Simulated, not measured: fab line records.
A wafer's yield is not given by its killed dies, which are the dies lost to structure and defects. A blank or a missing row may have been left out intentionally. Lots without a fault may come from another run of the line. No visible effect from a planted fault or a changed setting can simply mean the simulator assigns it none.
fab line records	flow n5-finfet
[record] lots = 24	wafers = 72	last-day = 17
route steps=1938 shown BEOL_M3@979 BEOL_M4@1022
lots that met no fault: from a run of the same line without faults
start-h: hours from the record's first day to the start of the lot's first wafer shown	wait-h: how many hours have passed since the lot's step before this one	" the same as in the row above	L1.1+2: several wafers, shown together as one row	- either no value or no given start	* or withheld: withheld	< > ~ a bound
route shown NAME@n: a module of which the file shows steps, and the number in the route of the first	usual: the fault-free wafers' mean and standard deviation	same: alike in all rows	chamber/n: place in a boat	sites: the reading at each site	_std_site: standard deviation of those values	_edge_site: the outer-site mean with the inner-site mean subtracted	radius-mm: how far each site lies from the wafer's centre	mask NAME#n: copy n	behind: the last tool/chamber to shape the wafer	hold: cause of the lot's hold/its duration in hours/its outcome	device: names the non-switching transistor (n, p or np)	end of line: the tests these same wafers got at the end of their route	where a step has no rows: the recipe by itself	killed: not the wafer's yield, but the dies lost to structure and defects at the first sort	map: a wafer's dies, marking killed ones x, the rest . and places with no die _
set.NAME: the setting the step ran with; set.NAME@STEP: the setting that earlier step ran with	model.NAME: the simulator's own value behind a step, which no gauge read
the route's steps for a sample of lots (tables are steps, rows are wafers)
services: a tool's chamber out of use, with start hour (start-h, from the record's first day; less than 0 if before it), hours out, and reason
[[steps]]
[step N5_BEOL_M3_STRIP_36]
[recipe] chemistry = N2/H2	power-w = 450	temp-c = 40	pressure-mtorr = 20	rf-frequency-hz = 6e+07	overash-fraction = 0.3	bias-power-w = 7	h2-frac = 0.5	n2-flow-sccm = 200	h2-flow-sccm = 200
[usual] drypump-motor-current-A = 5.7/0.62	oes-product-au = 0.80/0.092	power-w = 450.1/1.6	rf-vpp-V = 59.2/1.5	showerhead-plenum-p-Torr = 2.53/0.11	temp-c = 40.02/0.12	throttle-valve-pct = 23.59/0.29
lot.wafer	tool	chamber	start-h	wait-h	drypump-motor-current-A	oes-product-au	power-w	rf-hours-counter-h	rf-vpp-V	showerhead-plenum-p-Torr	temp-c	throttle-valve-pct
L074.2	rie-diel-03	2	154.21	0.0	5.2	0.75	452.1	143	59.5	2.65	39.97	23.33
L074.5	"	3	"	"	5.2	0.77	449.8	-	59.2	2.35	40.19	23.42
L074.6	"	0	"	"	5.4	0.71	452.5	-	58.3	2.61	40.14	23.73
L077.1	rie-diel-01	0	157.41	0.0	6.0	0.68	447.9	244	58.4	2.61	39.99	23.74
L077.3	"	1	"	"	5.8	0.93	452.2	23	61.2	2.70	40.02	23.24
L077.5	"	0	"	"	6.0	0.68	449.3	-	58.8	2.61	40.12	23.78
L075.3	rie-diel-03	3	157.90	0.0	5.2	0.78	451.2	117	57.1	2.35	39.86	23.40
L075.4	"	2	"	"	5.1	0.76	452.1	144	59.2	2.64	39.82	23.32
L075.5	"	3	"	"	5.2	0.78	451.2	-	59.6	2.35	39.93	23.42
L076.2	rie-diel-03	0	161.76	0.0	5.4	0.71	450.4	224	57.3	2.60	39.78	23.72
L076.4	"	2	"	"	5.1	0.75	448.1	146	59.4	2.64	39.99	23.33
L076.6	"	3	"	"	5.2	0.77	446.1	-	58.9	2.35	40.12	23.41
L079.1	rie-diel-01	2	184.40	0.0	6.4	0.74	448.8	185	59.6	2.63	39.94	24.19
L079.4	"	2	"	"	6.3	0.74	449.4	-	60.3	2.63	40.15	24.22
L079.6	"	1	"	"	5.8	0.92	448.1	-	59.2	2.70	40.03	23.27
L080.1	rie-diel-03	2	187.80	0.0	5.2	0.74	452.4	152	59.2	2.64	40.03	23.35
L080.3	"	3	"	"	5.2	0.78	450.6	125	60.6	2.35	40.08	23.45
L080.6	"	3	"	"	5.3	0.78	449.3	-	59.4	2.35	40.26	23.46
L078.1	rie-diel-01	1	188.67	0.0	5.8	0.90	449.8	34	59.3	2.70	40.08	23.26
L078.3	"	2	"	"	6.3	0.73	450.2	187	61.4	2.63	39.95	24.20
L078.6	"	2	"	"	6.4	0.74	450.3	-	60.3	2.63	40.02	24.24
L081.1	rie-diel-05	0	188.83	0.0	4.7	0.85	445.5	41	60.4	2.47	40.05	23.32
L081.4	"	3	"	"	6.8	0.77	450.8	-	59.8	2.44	39.90	23.58
L081.6	"	0	"	"	4.6	0.88	447.0	-	58.0	2.47	39.98	23.31
L082.1	rie-diel-01	2	190.08	0.0	6.4	0.73	450.6	188	58.3	2.63	40.00	24.23
L082.4	"	1	"	"	5.8	0.90	453.8	-	57.3	2.70	39.91	23.25
L082.6	"	2	"	"	6.4	0.74	448.7	-	59.6	2.63	39.92	24.24
L083.1	rie-diel-05	0	198.76	0.0	4.7	0.87	449.5	45	59.2	2.47	40.07	23.34
L083.2	"	2	"	"	6.2	0.72	449.8	180	59.7	2.42	40.02	23.58
L083.4	"	3	"	"	6.8	0.77	450.2	-	60.6	2.44	39.93	23.58
L084.3	rie-diel-01	1	200.19	0.0	5.8	0.89	451.3	38	61.8	2.69	39.90	23.27
L084.5	"	2	"	"	6.3	0.75	449.2	-	59.7	2.63	40.03	24.23
L084.6	"	1	"	"	5.8	0.92	450.8	-	60.1	2.69	39.93	23.27
L085.2	rie-diel-03	2	218.01	0.0	5.2	0.74	450.7	162	59.4	2.64	40.08	23.35
L085.4	"	0	"	"	5.4	0.71	451.0	238	59.9	2.60	39.79	23.76
L085.6	"	3	"	"	5.3	0.76	449.9	-	58.7	2.34	39.88	23.43
L086.1	rie-diel-05	1	221.31	0.0	6.0	0.95	452.6	5	59.3	2.50	40.00	24.04
L086.2	"	0	"	"	4.7	0.85	451.8	52	60.1	2.47	39.90	23.30
L086.4	"	2	"	"	6.2	0.70	447.8	188	60.6	2.42	39.83	23.59
L087.2	rie-diel-03	0	233.28	0.0	5.4	0.69	449.0	242	60.9	2.60	40.04	23.80
L087.5	"	2	"	"	5.1	0.73	449.8	-	58.5	2.64	39.92	23.35
L087.6	"	3	"	"	5.2	0.75	450.5	-	55.6	2.34	40.21	23.43
L088.2	rie-diel-05	2	238.66	0.0	6.2	0.70	452.5	193	57.7	2.42	40.05	23.61
L088.3	"	0	"	"	4.7	0.85	449.3	57	59.7	2.47	40.09	23.30
L088.5	"	2	"	"	6.2	0.70	450.9	-	57.5	2.42	40.11	23.62
L090.1	rie-diel-05	2	242.33	0.0	6.2	0.71	450.5	195	59.1	2.42	40.05	23.63
L090.3	"	1	"	"	6.0	0.94	450.3	12	60.4	2.50	40.17	24.06
L090.6	"	1	"	"	6.0	0.94	450.1	-	59.7	2.50	40.07	24.04
L089.2	rie-diel-01	1	247.70	0.0	5.8	0.88	452.5	55	60.9	2.69	40.15	23.29
L089.3	"	3	"	"	4.9	0.93	449.5	17	58.2	2.60	39.90	23.26
L089.6	"	3	"	"	4.9	0.92	450.5	-	60.4	2.60	39.99	23.23
L091.4	rie-diel-05	2	251.53	0.0	6.2	0.69	450.8	196	57.0	2.41	40.13	23.63
L091.5	"	1	"	"	6.0	0.94	449.4	-	59.2	2.50	40.17	24.07
L091.6	"	0	"	"	4.7	0.84	449.5	-	59.3	2.46	40.10	23.34
L092.1	rie-diel-05	1	254.16	0.0	6.0	0.93	447.4	15	58.7	2.50	39.90	24.03
L092.4	"	3	"	"	6.8	0.75	447.1	169	59.3	2.43	39.97	23.62
L092.6	"	0	"	"	4.7	0.84	451.1	-	60.7	2.46	39.97	23.36
L093.1	rie-diel-05	2	264.59	0.0	6.2	0.70	448.3	201	59.6	2.41	39.93	23.60
L093.4	"	0	"	"	4.8	0.83	447.8	66	56.8	2.46	39.95	23.34
L093.5	"	1	"	"	6.0	0.93	449.9	-	57.7	2.50	39.87	24.05
L094.2	rie-diel-05	3	269.12	0.0	6.8	0.74	450.3	173	57.3	2.43	40.14	23.60
L094.3	"	1	"	"	6.0	0.92	449.5	20	60.7	2.50	39.93	24.05
L094.4	"	2	"	"	6.2	0.70	450.4	202	59.0	2.41	40.11	23.61
L095.1	rie-diel-01	0	277.41	0.0	6.0	0.96	449.9	18	59.8	2.60	39.95	23.55
L095.3	"	1	"	"	5.8	0.86	449.6	64	59.6	2.68	40.06	23.29
L095.4	"	1	"	"	5.8	0.85	449.1	-	58.3	2.68	39.88	23.32
L096.2	rie-diel-05	0	284.02	0.0	4.7	0.83	449.9	71	56.5	2.46	40.11	23.36
L096.3	"	2	"	"	6.2	0.69	451.1	207	57.0	2.41	39.78	23.64
L096.6	"	3	"	"	6.8	0.75	451.3	-	57.3	2.43	40.25	23.63
L097.1	rie-diel-01	3	289.66	0.0	4.9	0.88	450.7	31	58.0	2.59	40.27	23.27
L097.4	"	2	"	"	6.4	0.73	450.6	211	57.1	2.62	39.99	24.27
L097.5	"	3	"	"	4.9	0.91	450.1	-	59.5	2.59	40.16	23.26
[step N5_BEOL_M3_SPUTTER_48]
[recipe] material = Cu	target-thk-a = 45	temp-c = -20	chamber-pressure-pa = 0.07	power-w = withheld	time-s = 8.29
[usual] throttle-valve-pct = 29.6/1.2
lot.wafer	tool	chamber	start-h	wait-h	throttle-valve-pct
L074.2	pvd-sputter-01	-	155.51	0.2	30.4
L074.5	"	-	"	"	30.8
L074.6	"	-	"	"	29.1
L077.1	pvd-sputter-01	-	158.79	0.3	31.0
L077.3	"	-	"	"	29.1
L077.5	"	-	"	"	28.6
L075.3	pvd-sputter-02	-	160.36	0.2	29.4
L075.4	"	-	"	"	29.6
L075.5	"	-	"	"	29.6
L076.2	pvd-sputter-02	-	163.64	0.6	29.6
L076.4	"	-	"	"	29.7
L076.6	"	-	"	"	29.5
L079.1	pvd-sputter-01	-	185.77	0.2	30.5
L079.4	"	-	"	"	29.2
L079.6	"	-	"	"	31.0
L080.1	pvd-sputter-01	-	189.02	0.1	29.2
L080.3	"	-	"	"	31.4
L080.6	"	-	"	"	28.2
L078.1	pvd-sputter-03	-	190.19	0.1	29.6
L078.3	"	-	"	"	31.3
L078.6	"	-	"	"	31.5
L081.1	pvd-sputter-01	-	190.86	0.3	31.1
L081.4	"	-	"	"	29.1
L081.6	"	-	"	"	29.3
L082.1	pvd-sputter-02	-	191.81	0.2	29.3
L082.4	"	-	"	"	29.8
L082.6	"	-	"	"	29.7
L083.1	pvd-sputter-03	-	199.70	0.1	31.6
L083.2	"	-	"	"	32.4
L083.4	"	-	"	"	27.9
L084.3	pvd-sputter-01	-	202.06	0.1	29.2
L084.5	"	-	"	"	30.2
L084.6	"	-	"	"	28.5
L085.2	pvd-sputter-02	-	219.57	0.1	29.8
L085.4	"	-	"	"	27.8
L085.6	"	-	"	"	29.8
L086.1	pvd-sputter-01	-	223.98	0.1	28.2
L086.2	"	-	"	"	30.3
L086.4	"	-	"	"	30.9
L087.2	pvd-sputter-02	-	234.37	0.1	29.6
L087.5	"	-	"	"	29.7
L087.6	"	-	"	"	29.6
L088.2	pvd-sputter-02	-	240.15	0.1	28.0
L088.3	"	-	"	"	30.0
L088.5	"	-	"	"	29.8
L090.1	pvd-sputter-01	-	243.83	0.2	29.0
L090.3	"	-	"	"	31.5
L090.6	"	-	"	"	28.4
L089.2	pvd-sputter-01	-	250.53	0.9	28.4
L089.3	"	-	"	"	30.1
L089.6	"	-	"	"	31.2
L091.4	pvd-sputter-02	-	252.65	0.0	29.3
L091.5	"	-	"	"	29.6
L091.6	"	-	"	"	28.0
L092.1	pvd-sputter-02	-	255.95	0.1	29.3
L092.4	"	-	"	"	29.6
L092.6	"	-	"	"	29.6
L093.1	pvd-sputter-02	-	266.40	0.1	29.9
L093.4	"	-	"	"	29.3
L093.5	"	-	"	"	29.5
L094.2	pvd-sputter-03	-	272.51	0.2	31.1
L094.3	"	-	"	"	31.8
L094.4	"	-	"	"	30.0
L095.1	pvd-sputter-02	-	278.98	0.4	28.0
L095.3	"	-	"	"	29.7
L095.4	"	-	"	"	29.6
L096.2	pvd-sputter-03	-	285.75	0.1	32.0
L096.3	"	-	"	"	29.7
L096.6	"	-	"	"	32.3
L097.1	pvd-sputter-03	-	291.27	0.2	32.1
L097.4	"	-	"	"	29.6
L097.5	"	-	"	"	27.9
[step N5_BEOL_M3_ANNEAL_80]
[recipe] temp-c = 400	time-s = 240	ambient = vacuum
[usual] heater-power-w = 847/88
lot.wafer	tool	chamber	start-h	wait-h	heater-power-w
L074.2	pvd-sputter-01	-	155.81	0.0	915
L074.5	"	-	"	"	950
L074.6	"	-	"	"	821
L077.1	pvd-sputter-01	-	159.09	0.0	945
L077.3	"	-	"	"	801
L077.5	"	-	"	"	707
L075.3	pvd-sputter-02	-	160.66	0.0	899
L075.4	"	-	"	"	745
L075.5	"	-	"	"	914
L076.2	pvd-sputter-02	-	163.94	0.0	909
L076.4	"	-	"	"	957
L076.6	"	-	"	"	896
L079.1	pvd-sputter-01	-	186.07	0.0	940
L079.4	"	-	"	"	827
L079.6	"	-	"	"	931
L080.1	pvd-sputter-01	-	189.32	0.0	808
L080.3	"	-	"	"	909
L080.6	"	-	"	"	719
L078.1	pvd-sputter-03	-	190.49	0.0	952
L078.3	"	-	"	"	891
L078.6	"	-	"	"	878
L081.1	pvd-sputter-01	-	191.16	0.0	945
L081.4	"	-	"	"	811
L081.6	"	-	"	"	811
L082.1	pvd-sputter-02	-	192.11	0.0	910
L082.4	"	-	"	"	963
L082.6	"	-	"	"	750
L083.1	pvd-sputter-03	-	200.00	0.0	879
L083.2	"	-	"	"	734
L083.4	"	-	"	"	766
L084.3	pvd-sputter-01	-	202.36	0.0	809
L084.5	"	-	"	"	901
L084.6	"	-	"	"	725
L085.2	pvd-sputter-02	-	219.87	0.0	773
L085.4	"	-	"	"	809
L085.6	"	-	"	"	991
L086.1	pvd-sputter-01	-	224.28	0.0	732
L086.2	"	-	"	"	927
L086.4	"	-	"	"	925
L087.2	pvd-sputter-02	-	234.67	0.0	762
L087.5	"	-	"	"	915
L087.6	"	-	"	"	751
L088.2	pvd-sputter-02	-	240.45	0.0	802
L088.3	"	-	"	"	986
L088.5	"	-	"	"	920
L090.1	pvd-sputter-01	-	244.13	0.0	803
L090.3	"	-	"	"	931
L090.6	"	-	"	"	740
L089.2	pvd-sputter-01	-	250.83	0.0	724
L089.3	"	-	"	"	920
L089.6	"	-	"	"	931
L091.4	pvd-sputter-02	-	252.95	0.0	914
L091.5	"	-	"	"	748
L091.6	"	-	"	"	832
L092.1	pvd-sputter-02	-	256.25	0.0	742
L092.4	"	-	"	"	976
L092.6	"	-	"	"	755
L093.1	pvd-sputter-02	-	266.70	0.0	972
L093.4	"	-	"	"	896
L093.5	"	-	"	"	998
L094.2	pvd-sputter-03	-	272.81	0.0	855
L094.3	"	-	"	"	728
L094.4	"	-	"	"	944
L095.1	pvd-sputter-02	-	279.28	0.0	778
L095.3	"	-	"	"	738
L095.4	"	-	"	"	960
L096.2	pvd-sputter-03	-	286.05	0.0	741
L096.3	"	-	"	"	953
L096.6	"	-	"	"	745
L097.1	pvd-sputter-03	-	291.57	0.0	756
L097.4	"	-	"	"	953
L097.5	"	-	"	"	771
[step N5_BEOL_M3_ANNEAL_82]
[recipe] temp-c = 400	time-s = 240	ambient = vacuum
[usual] heater-power-w = 847/87
lot.wafer	tool	chamber	start-h	wait-h	heater-power-w
L074.2	pvd-sputter-01	-	156.03	0.0	907
L074.5	"	-	"	"	952
L074.6	"	-	"	"	795
L077.1	pvd-sputter-01	-	159.31	0.0	947
L077.3	"	-	"	"	812
L077.5	"	-	"	"	734
L075.3	pvd-sputter-02	-	160.88	0.0	892
L075.4	"	-	"	"	756
L075.5	"	-	"	"	925
L076.2	pvd-sputter-02	-	164.16	0.0	932
L076.4	"	-	"	"	958
L076.6	"	-	"	"	901
L079.1	pvd-sputter-01	-	186.29	0.0	919
L079.4	"	-	"	"	802
L079.6	"	-	"	"	959
L080.1	pvd-sputter-01	-	189.54	0.0	817
L080.3	"	-	"	"	935
L080.6	"	-	"	"	726
L078.1	pvd-sputter-03	-	190.71	0.0	947
L078.3	"	-	"	"	879
L078.6	"	-	"	"	884
L081.1	pvd-sputter-01	-	191.38	0.0	926
L081.4	"	-	"	"	808
L081.6	"	-	"	"	807
L082.1	pvd-sputter-02	-	192.33	0.0	910
L082.4	"	-	"	"	939
L082.6	"	-	"	"	741
L083.1	pvd-sputter-03	-	200.22	0.0	871
L083.2	"	-	"	"	718
L083.4	"	-	"	"	763
L084.3	pvd-sputter-01	-	202.58	0.0	809
L084.5	"	-	"	"	920
L084.6	"	-	"	"	717
L085.2	pvd-sputter-02	-	220.09	0.0	763
L085.4	"	-	"	"	809
L085.6	"	-	"	"	964
L086.1	pvd-sputter-01	-	224.50	0.0	712
L086.2	"	-	"	"	913
L086.4	"	-	"	"	931
L087.2	pvd-sputter-02	-	234.89	0.0	754
L087.5	"	-	"	"	919
L087.6	"	-	"	"	762
L088.2	pvd-sputter-02	-	240.67	0.0	819
L088.3	"	-	"	"	956
L088.5	"	-	"	"	907
L090.1	pvd-sputter-01	-	244.35	0.0	829
L090.3	"	-	"	"	916
L090.6	"	-	"	"	704
L089.2	pvd-sputter-01	-	251.05	0.0	718
L089.3	"	-	"	"	952
L089.6	"	-	"	"	911
L091.4	pvd-sputter-02	-	253.17	0.0	905
L091.5	"	-	"	"	757
L091.6	"	-	"	"	802
L092.1	pvd-sputter-02	-	256.47	0.0	760
L092.4	"	-	"	"	973
L092.6	"	-	"	"	758
L093.1	pvd-sputter-02	-	266.92	0.0	970
L093.4	"	-	"	"	917
L093.5	"	-	"	"	971
L094.2	pvd-sputter-03	-	273.03	0.0	869
L094.3	"	-	"	"	733
L094.4	"	-	"	"	950
L095.1	pvd-sputter-02	-	279.50	0.0	811
L095.3	"	-	"	"	760
L095.4	"	-	"	"	965
L096.2	pvd-sputter-03	-	286.27	0.0	719
L096.3	"	-	"	"	960
L096.6	"	-	"	"	747
L097.1	pvd-sputter-03	-	291.79	0.0	756
L097.4	"	-	"	"	974
L097.5	"	-	"	"	768
[step N5_BEOL_M3_PRE_CLEAN_60]
[recipe] gas = NH3/H2	time-s = 15	temp-c = *	rf-power-w = 300
[usual] heater-power-w = 72/19
lot.wafer	tool	chamber	start-h	wait-h	heater-power-w
L074.2	cvd-co-01	1	158.12	0.0	53
L074.5	"	1	"	"	53
L074.6	"	2	"	"	67
L077.1	cvd-co-01	0	161.94	0.3	68
L077.3	"	1	"	"	52
L077.5	"	0	"	"	68
L075.3	cvd-co-02	2	163.13	0.1	116
L075.4	"	0	"	"	72
L075.5	"	2	"	"	119
L076.2	cvd-co-02	1	166.23	0.0	60
L076.4	"	1	"	"	60
L076.6	"	1	"	"	60
L079.1	cvd-co-02	1	188.88	0.1	59
L079.4	"	1	"	"	60
L079.6	"	2	"	"	116
L080.1	cvd-co-02	2	191.71	0.0	118
L080.3	"	0	"	"	75
L080.6	"	2	"	"	116
L078.1	cvd-co-01	1	192.77	0.0	55
L078.3	"	2	"	"	66
L078.6	"	1	"	"	55
L081.1	cvd-co-02	0	193.45	0.0	74
L081.4	"	1	"	"	60
L081.6	"	0	"	"	73
L082.1	cvd-co-01	1	194.48	0.0	53
L082.4	"	0	"	"	70
L082.6	"	1	"	"	52
L083.1	cvd-co-01	1	202.38	0.0	54
L083.2	"	2	"	"	71
L083.4	"	2	"	"	70
L084.3	cvd-co-02	2	204.65	0.0	117
L084.5	"	1	"	"	60
L084.6	"	0	"	"	73
L085.2	cvd-co-02	1	222.24	0.1	61
L085.4	"	0	"	"	71
L085.6	"	1	"	"	59
L086.1	cvd-co-01	1	226.63	0.0	55
L086.2	"	0	"	"	68
L086.4	"	0	"	"	70
L087.2	cvd-co-02	0	236.96	0.0	74
L087.5	"	2	"	"	118
L087.6	"	0	"	"	72
L088.2	cvd-co-02	0	242.84	0.0	73
L088.3	"	1	"	"	60
L088.5	"	2	"	"	118
L090.1	cvd-co-01	2	246.41	0.0	68
L090.3	"	1	"	"	54
L090.6	"	0	"	"	70
L089.2	cvd-co-02	0	253.11	0.0	73
L089.3	"	1	"	"	61
L089.6	"	1	"	"	60
L091.4	cvd-co-01	2	255.25	0.1	68
L091.5	"	0	"	"	69
L091.6	"	1	"	"	54
L092.1	cvd-co-01	1	258.55	0.0	55
L092.4	"	0	"	"	69
L092.6	"	2	"	"	67
L093.1	cvd-co-02	1	269.00	0.0	60
L093.4	"	0	"	"	74
L093.5	"	1	"	"	60
L094.2	cvd-co-01	2	275.13	0.0	69
L094.3	"	1	"	"	54
L094.4	"	2	"	"	68
L095.1	cvd-co-01	2	281.56	0.0	70
L095.3	"	1	"	"	55
L095.4	"	0	"	"	68
L096.2	cvd-co-01	2	288.35	0.0	69
L096.3	"	1	"	"	56
L096.6	"	2	"	"	69
L097.1	cvd-co-01	2	293.89	0.1	71
L097.4	"	2	"	"	68
L097.5	"	1	"	"	56
[step N5_BEOL_M4_THK_MEAS_01]
[recipe] reads = SiOC_of_BEOL_M4_ILD_DEP_00
[usual] M4_ILD_THK = 78.8/1.1
lot.wafer	tool	chamber	start-h	wait-h	M4_ILD_THK[nm]
L074.2	film-metro-02	-	158.48	0.1	78.4
L074.5	"	-	"	"	79.5
L074.6	"	-	"	"	79.6
L077.1	film-metro-02	-	162.30	0.0	77.9
L077.3	"	-	"	"	77.9
L077.5	"	-	"	"	79.2
L075.3	film-metro-02	-	163.48	0.1	77.6
L075.4	"	-	"	"	79.3
L075.5	"	-	"	"	79.2
L076.2	film-metro-01	-	166.64	0.1	79.1
L076.4	"	-	"	"	80.9
L076.6	"	-	"	"	80.4
L079.1	film-metro-02	-	189.23	0.0	79.2
L079.4	"	-	"	"	79.6
L079.6	"	-	"	"	81.9
L080.1	film-metro-01	-	192.06	0.0	76.9
L080.3	"	-	"	"	76.6
L080.6	"	-	"	"	78.8
L078.1	film-metro-02	-	193.13	0.0	78.2
L078.3	"	-	"	"	77.7
L078.6	"	-	"	"	79.5
L081.1	film-metro-01	-	193.80	0.0	78.3
L081.4	"	-	"	"	78.0
L081.6	"	-	"	"	78.8
L082.1	film-metro-01	-	194.83	0.0	77.6
L082.4	"	-	"	"	79.2
L082.6	"	-	"	"	80.8
L083.1	film-metro-02	-	202.75	0.1	78.0
L083.2	"	-	"	"	77.8
L083.4	"	-	"	"	78.9
L084.3	film-metro-01	-	205.01	0.1	78.3
L084.5	"	-	"	"	80.0
L084.6	"	-	"	"	79.6
L085.2	film-metro-02	-	222.59	0.1	78.9
L085.4	"	-	"	"	80.1
L085.6	"	-	"	"	78.3
L086.1	film-metro-02	-	227.00	0.1	76.2
L086.2	"	-	"	"	77.9
L086.4	"	-	"	"	78.0
L087.2	film-metro-02	-	237.31	0.1	78.0
L087.5	"	-	"	"	79.4
L087.6	"	-	"	"	79.0
L088.2	film-metro-02	-	243.19	0.1	79.3
L088.3	"	-	"	"	79.1
L088.5	"	-	"	"	80.2
L090.1	film-metro-01	-	246.78	0.0	77.9
L090.3	"	-	"	"	78.7
L090.6	"	-	"	"	79.1
L089.2	film-metro-02	-	253.47	0.1	76.6
L089.3	"	-	"	"	78.0
L089.6	"	-	"	"	78.6
L091.4	film-metro-02	-	255.59	0.0	80.6
L091.5	"	-	"	"	80.1
L091.6	"	-	"	"	80.3
L092.1	film-metro-02	-	258.92	0.1	76.5
L092.4	"	-	"	"	77.3
L092.6	"	-	"	"	77.4
L093.1	film-metro-01	-	269.39	0.1	78.3
L093.4	"	-	"	"	79.4
L093.5	"	-	"	"	79.1
L094.2	film-metro-01	-	275.51	0.1	79.2
L094.3	"	-	"	"	79.0
L094.4	"	-	"	"	80.1
L095.1	film-metro-01	-	281.92	0.0	77.8
L095.3	"	-	"	"	78.7
L095.4	"	-	"	"	80.8
L096.2	film-metro-02	-	288.70	0.1	79.5
L096.3	"	-	"	"	78.5
L096.6	"	-	"	"	79.9
L097.1	film-metro-01	-	294.24	0.0	77.5
L097.4	"	-	"	"	79.5
L097.5	"	-	"	"	78.2
[[services]]
tool	chamber	start-h	hours	kind
rie-diel-01	3	132.83	3.4	repair
rie-diel-03	-	137.82	2.8	pm
cvd-co-02	2	164.82	8.4	repair
rie-diel-01	0	171.33	5.5	repair
rie-diel-01	3	177.07	-	clean
rie-diel-01	3	177.07	-	consumable-replace:focus-ring
rie-diel-01	3	177.07	20.5	scheduled-down
rie-diel-01	3	177.07	20.5	vent-cycle
rie-diel-05	1	180.70	-	clean
rie-diel-05	1	180.70	-	consumable-replace:focus-ring
rie-diel-01	0	197.61	-	clean
rie-diel-01	0	197.61	-	consumable-replace:focus-ring
rie-diel-01	0	197.61	26.5	scheduled-down
rie-diel-01	0	197.61	26.5	vent-cycle
rie-diel-01	-	202.49	2.8	pm
cvd-co-01	0	240.44	2.5	repair
rie-diel-01	2	247.19	13.3	repair
rie-diel-03	2	251.67	11.3	repair
rie-diel-03	0	263.00	-	clean
rie-diel-03	0	263.00	-	consumable-replace:focus-ring
rie-diel-03	0	263.00	18.7	scheduled-down
rie-diel-03	0	263.00	18.7	vent-cycle
rie-diel-01	2	276.08	10.4	repair
rie-diel-03	1	291.76	7.9	repair
[[key]]
fault none
